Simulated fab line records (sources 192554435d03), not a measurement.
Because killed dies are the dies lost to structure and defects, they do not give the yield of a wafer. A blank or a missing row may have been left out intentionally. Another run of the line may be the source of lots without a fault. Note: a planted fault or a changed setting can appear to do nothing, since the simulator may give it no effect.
Split-lot study :: flow n5Finfet :: 21 wafers read from 7 lots, route of 1938 steps

== ABOUT THE SPLIT ==
At N5_GATE_CUT_COAT_34 (time 60 s, resist thk 60 nm), the setting spinRpm was moved away from the recipe's 1500 rpm on 5 of the 21 wafers read, by -10.5% to +6.5%. All remaining wafers had this setting at the recipe value.

== FROM THE SPLIT TO THE READING: what the file shows between them, 4 steps ==
- N5_GATE_CUT_COAT_35: time 60 s, resist thk 10 nm
- N5_GATE_CUT_COAT_27: time 60 s, resist thk 10 nm
- N5_GATE_CUT_ETCH_28: etches underlayer in N2/H2, target depth 13 nm, time 10.4 s
- N5_GATE_CUT_ETCH_36: etches SiARC in CF4, target depth 13 nm, time 21.7 s

== THE READING ==
etch.depthNm (the simulator's own value, which no gauge read), in nm, at N5_GATE_CUT_ETCH_37 (etches SOC in N2/H2, target depth 60 nm, overetch 12 nm, time 90 s). The file gives no usual value for it. The 16 wafers here that ran the recipe average 60.00 nm, standard deviation 0.097 nm.

wafer: L077.2
tool, chamber at the split: lithoTrack-01, 0
spinRpm as run, rpm: 1500
against the recipe: recipe
etch.depthNm, nm: 60.05
against lot-mates on the recipe: -

wafer: L077.4
tool, chamber at the split: lithoTrack-01, 0
spinRpm as run, rpm: 1500
against the recipe: recipe
etch.depthNm, nm: 59.94
against lot-mates on the recipe: -

wafer: L077.6
tool, chamber at the split: lithoTrack-01, 0
spinRpm as run, rpm: 1500
against the recipe: recipe
etch.depthNm, nm: 59.96
against lot-mates on the recipe: -

wafer: L078.1
tool, chamber at the split: lithoTrack-02, 0
spinRpm as run, rpm: 1598
against the recipe: +6.5%
etch.depthNm, nm: 58.21
against lot-mates on the recipe: -1.97

wafer: L078.5
tool, chamber at the split: lithoTrack-02, 0
spinRpm as run, rpm: 1500
against the recipe: recipe
etch.depthNm, nm: 60.18
against lot-mates on the recipe: -

wafer: L078.6
tool, chamber at the split: lithoTrack-02, 0
spinRpm as run, rpm: 1598
against the recipe: +6.5%
etch.depthNm, nm: 58.37
against lot-mates on the recipe: -1.81

wafer: L079.4
tool, chamber at the split: lithoTrack-01, 0
spinRpm as run, rpm: 1500
against the recipe: recipe
etch.depthNm, nm: 60.07
against lot-mates on the recipe: -

wafer: L079.5
tool, chamber at the split: lithoTrack-01, 0
spinRpm as run, rpm: 1500
against the recipe: recipe
etch.depthNm, nm: 59.96
against lot-mates on the recipe: -

wafer: L079.6
tool, chamber at the split: lithoTrack-01, 0
spinRpm as run, rpm: 1500
against the recipe: recipe
etch.depthNm, nm: 59.99
against lot-mates on the recipe: -

wafer: L082.1
tool, chamber at the split: lithoTrack-01, 0
spinRpm as run, rpm: 1343
against the recipe: -10.5%
etch.depthNm, nm: 63.24
against lot-mates on the recipe: +3.24

wafer: L082.4
tool, chamber at the split: lithoTrack-01, 0
spinRpm as run, rpm: 1500
against the recipe: recipe
etch.depthNm, nm: 59.89
against lot-mates on the recipe: -

wafer: L082.6
tool, chamber at the split: lithoTrack-01, 0
spinRpm as run, rpm: 1500
against the recipe: recipe
etch.depthNm, nm: 60.12
against lot-mates on the recipe: -

wafer: L084.3
tool, chamber at the split: lithoTrack-02, 0
spinRpm as run, rpm: 1500
against the recipe: recipe
etch.depthNm, nm: 59.93
against lot-mates on the recipe: -

wafer: L084.4
tool, chamber at the split: lithoTrack-02, 0
spinRpm as run, rpm: 1500
against the recipe: recipe
etch.depthNm, nm: 60.05
against lot-mates on the recipe: -

wafer: L084.5
tool, chamber at the split: lithoTrack-02, 0
spinRpm as run, rpm: 1500
against the recipe: recipe
etch.depthNm, nm: 59.82
against lot-mates on the recipe: -

wafer: L086.2
tool, chamber at the split: lithoTrack-02, 0
spinRpm as run, rpm: 1500
against the recipe: recipe
etch.depthNm, nm: 60.08
against lot-mates on the recipe: -

wafer: L086.3
tool, chamber at the split: lithoTrack-02, 0
spinRpm as run, rpm: 1593
against the recipe: +6.2%
etch.depthNm, nm: 58.05
against lot-mates on the recipe: -2.05

wafer: L086.4
tool, chamber at the split: lithoTrack-02, 0
spinRpm as run, rpm: 1500
against the recipe: recipe
etch.depthNm, nm: 60.11
against lot-mates on the recipe: -

wafer: L089.1
tool, chamber at the split: lithoTrack-02, 0
spinRpm as run, rpm: 1413
against the recipe: -5.8%
etch.depthNm, nm: 61.62
against lot-mates on the recipe: +1.72

wafer: L089.3
tool, chamber at the split: lithoTrack-02, 0
spinRpm as run, rpm: 1500
against the recipe: recipe
etch.depthNm, nm: 59.91
against lot-mates on the recipe: -

wafer: L089.5
tool, chamber at the split: lithoTrack-02, 0
spinRpm as run, rpm: 1500
against the recipe: recipe
etch.depthNm, nm: 59.89
against lot-mates on the recipe: -

FIT RESULTS
A straight line over all 21 wafers: etch.depthNm changes by -0.291 nm for each +1% of spinRpm; r = -0.99; the points scatter about the line by 0.12 nm.
The same after taking each lot's own level away (the mean of its wafers on the recipe; 21 wafers): -0.304 nm for each +1%; r = -1.00; scatter 0.082 nm.
The reading moves by 3.2 nm for the largest change in spinRpm, on that fit.
Across the lots, their own levels run from 59.900 to 60.180 nm, a range of 2.9 times the standard deviation given above.
Consequently the slope shifts little with the lot-to-lot level, the two slopes agreeing.
Check: with one of the wafers moved furthest among these (-10.5%) left out of the fit, the line predicts +3.14 nm for it against its lot-mates. Against them it came out at +3.24 nm.

== THE WHOLE CHAIN: every reading that the file lists as answering this split, in the file's order ==
step: N5_GATE_CUT_COAT_34
what it does: time 60 s, resist thk 60 nm
reading: SOC_of_GATE_CUT_COAT_34.thkNm (the simulator's own value, which no gauge read)
change (the file's fit): -0.307 nm for each +1% of the setting
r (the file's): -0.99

step: N5_GATE_CUT_ETCH_37
what it does: etches SOC in N2/H2, target depth 60 nm, overetch 12 nm, time 90 s
reading: etch.depthNm (the simulator's own value, which no gauge read)
change (the file's fit): -0.307 nm for each +1% of the setting
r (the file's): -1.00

== THE FILE'S OWN FIT ==
etch.depthNm changes by -0.307 nm for each +1% of spinRpm, r = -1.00.
